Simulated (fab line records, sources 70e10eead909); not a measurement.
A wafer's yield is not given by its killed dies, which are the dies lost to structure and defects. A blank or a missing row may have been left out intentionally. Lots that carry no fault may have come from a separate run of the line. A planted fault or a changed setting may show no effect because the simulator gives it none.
Struck lot and sound lot, side by side / flow nand harc / 14 out of 1302 route steps
Sound: wafers L972.3, L972.4, L972.5. Struck: wafers L984.4, L984.6 (left out: L984.3, a lot-mate that was not struck); the cause follows at the end.
Order at every step that has rows: each side's tool, ch and its chambers, its first start. Under that, the readings that differ: sound wafers / struck wafers / difference of the means / sigmas: that difference in standard deviations of wafers without a fault.
alike: same words and numbers on both sides, and readings whose means sit less than 2 such deviations apart. not compared: any withheld reading, any reading some wafer has no value for, any bound like >300 that may hide the same value, and any number with overlapping values for which the record gives no deviation.
The two part at a step that has a row with sigmas, a row that says differs or no value, or rows on one side only. When numbers do not overlap yet have no deviation, they are printed without sigmas and do not part them. A reading that every wafer of one side lacks parts them only if that side has two wafers or more.

first, 7 steps without rows for these wafers: NHARC_A_BONDPAD_COAT_33 (time 65 s); NHARC_A_BONDPAD_COAT_03 (resist thk 600 nm); NHARC_A_BONDPAD_SOFTBAKE_04 (time 70 s); NHARC_A_BONDPAD_EBR_05; NHARC_A_BONDPAD_EXPOSE_06 (exposes mask A BPAD); NHARC_A_BONDPAD_PEB_07 (peb time 80 s); NHARC_A_BONDPAD_DEVELOP_08 (time 50 s).
NHARC_A_BONDPAD_CD_MEAS_09 targets a cd of 500 nm.
  sound on cd sem-01 ch 0, day 23 12:56; struck on cd sem-02 ch 0, day 28 19:21
  alike: cd nm
NHARC_A_BONDPAD_OVL_MEAS_35:
  sound on overlay-02, day 23 13:01; struck on overlay-02, day 28 19:26
  alike: overlay x nm, overlay y nm
then, 1 step without rows for these wafers: NHARC_A_BONDPAD_HARDBAKE_10 (time 65 s).
NHARC_A_BONDPAD_DESCUM_11: chemistry O2, time 3 s.
  sound on rie diel-06 ch 1,2, day 23 13:08; struck on rie diel-12 ch 2,3, day 28 19:33
reading=rf vpp V (V); sound=56.7 56.9 57.0; struck=59.5 58.4; difference=+2.1; sigmas=+2
  alike: drypump motor current A, oes product au, showerhead plenum p Torr, throttle valve pct
  not compared: rf hours counter h
NHARC_A_BONDPAD_ETCH_34: etches the open film in N2/H2, target depth 60 nm, overetch 18 nm, time 65.91 s.
  sound on rie diel-06 ch 0,2,3, day 23 13:13; struck on rie diel-12 ch 0,3, day 28 19:38
  alike: drypump motor current A, oes product au, rf vpp V, showerhead plenum p Torr, throttle valve pct
  not compared: rf hours counter h
NHARC_A_BONDPAD_ETCH_12: etches the open film in CHF3/O2, target depth 220 nm, time 110 s.
  sound on rie diel-06 ch 1,3, day 23 13:19; struck on rie diel-12 ch 2,3, day 28 19:44
reading=oes product au (a.u.); sound=0.972 0.975 0.967; struck=0.865 0.875; difference=-0.101; sigmas=-4
  alike: drypump motor current A, rf vpp V, showerhead plenum p Torr, throttle valve pct
  not compared: rf hours counter h
NHARC_A_BONDPAD_CD_MEAS_13:
  sound on cd sem-03, day 23 13:27; struck on cd sem-02, day 28 19:52
  alike: cd nm

WHERE THEY PART
At NHARC_A_BONDPAD_DESCUM_11 first; at NHARC_A_BONDPAD_ETCH_12 last (within this record only). Later steps at which nothing parts them and some readings are alike: NHARC_A_BONDPAD_CD_MEAS_13.

WHY: whatever the simulator had introduced
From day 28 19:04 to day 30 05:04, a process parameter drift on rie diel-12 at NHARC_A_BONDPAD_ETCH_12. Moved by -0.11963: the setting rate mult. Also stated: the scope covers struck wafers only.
